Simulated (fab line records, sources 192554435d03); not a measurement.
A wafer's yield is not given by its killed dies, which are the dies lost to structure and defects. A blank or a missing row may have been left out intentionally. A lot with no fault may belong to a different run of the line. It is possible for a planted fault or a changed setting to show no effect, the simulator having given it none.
A single fault, viewed from 2 desks | flow n5Finfet | only its own numbers are on each desk; what lay behind them is given at the end

## TOOL OWNER'S DESK, pecvd-02
The tool's own readings at N5_BEOL_M1_PECVD_72 (deposits SiO2 from TEOS/O2, target thk 16 nm, time 18 s): means of the sampled wafers that have a number, for each lot that ran on this tool. The brackets show how far a lot's mean lies from the usual mean; more than 4 standard deviations puts the lot out of limits, marked OUT.
Columns: A = chamberPressureTorr at N5_BEOL_M1_PECVD_72, usual 5.499 Torr; B = heaterPowerW at N5_BEOL_M1_PECVD_72, usual 698 W; C = showerheadPlenumPTorr at N5_BEOL_M1_PECVD_72, usual 8.78 Torr; D = throttleValvePct at N5_BEOL_M1_PECVD_72, usual 22.5 %
lot  | first seen here | A     | B   | C    | D
L846 | day 7 15:03     | 5.503 | 682 | 8.77 | 22.5
L849 | day 8 10:40     | 5.492 | 741 | 8.78 | 22.7
L850 | day 9 02:11     | 5.510 | 758 | 8.77 | 22.7
L856 | day 10 09:32    | 5.498 | 698 | 8.80 | 23.4
L858 | day 10 22:33    | 5.495 | 731 | 8.79 | 23.6
This desk's finding: nothing out of limits on any of the 5 lots.

## THE METROLOGY DESK
What the gauges read, lot by lot, whatever tool the lot ran on: means of the sampled wafers that have a number. The brackets show how far a lot's mean lies from the usual mean; more than 4 standard deviations puts the lot out of limits, marked OUT. It has 11 readings; the 7 that lie furthest out on some lot are the ones shown.
Columns: A = DIBL_N at N5_BEOL_M4_RC_MEAS_101, usual 36.0 mV/V; B = DIBL_P at N5_BEOL_M4_RC_MEAS_101, usual 36.0 mV/V; C = IOFF_N at N5_BEOL_M4_RC_MEAS_101, usual 0.160 nA/um; D = ION_N at N5_BEOL_M4_RC_MEAS_101, usual 674 uA/um; E = ION_P at N5_BEOL_M4_RC_MEAS_101, usual 464 uA/um; F = VT_N at N5_BEOL_M4_RC_MEAS_101, usual 249.5 mV; G = VT_P at N5_BEOL_M4_RC_MEAS_101, usual -249.2 mV
lot  | first seen here | A    | B    | C     | D   | E   | F     | G
L841 | day 7 04:49     | 35.1 | 35.8 | 0.156 | 668 | 461 | 250.7 | -248.6
L846 | day 8 00:29     | 34.4 | 33.4 | 0.129 | 661 | 456 | 254.7 | -254.1
L849 | day 9 11:40     | 37.1 | 37.2 | 0.163 | 673 | 466 | 248.9 | -249.0
L852 | day 10 06:41    | 35.8 | 35.3 | 0.139 | 672 | 463 | 252.3 | -249.9
L850 | day 10 14:53    | 35.5 | 35.3 | 0.148 | 674 | 458 | 249.7 | -252.0
L856 | day 11 07:01    | 36.0 | 35.4 | 0.145 | 670 | 459 | 250.1 | -253.3
L859 | day 11 10:56    | 36.4 | 36.3 | 0.189 | 684 | 475 | 246.0 | -245.0
L858 | day 11 16:16    | 38.4 | 38.0 | 0.202 | 690 | 475 | 245.3 | -245.0
L860 | day 12 02:16    | 35.3 | 35.6 | 0.168 | 674 | 462 | 248.5 | -250.1
This desk's finding: nothing out of limits on any of the 9 lots.

## TAKEN TOGETHER
The desk of the tool owner found nothing out of limits.
Metrology desk: nothing out of limits seen.

## WHAT WAS PUT IN BY THE SIMULATOR
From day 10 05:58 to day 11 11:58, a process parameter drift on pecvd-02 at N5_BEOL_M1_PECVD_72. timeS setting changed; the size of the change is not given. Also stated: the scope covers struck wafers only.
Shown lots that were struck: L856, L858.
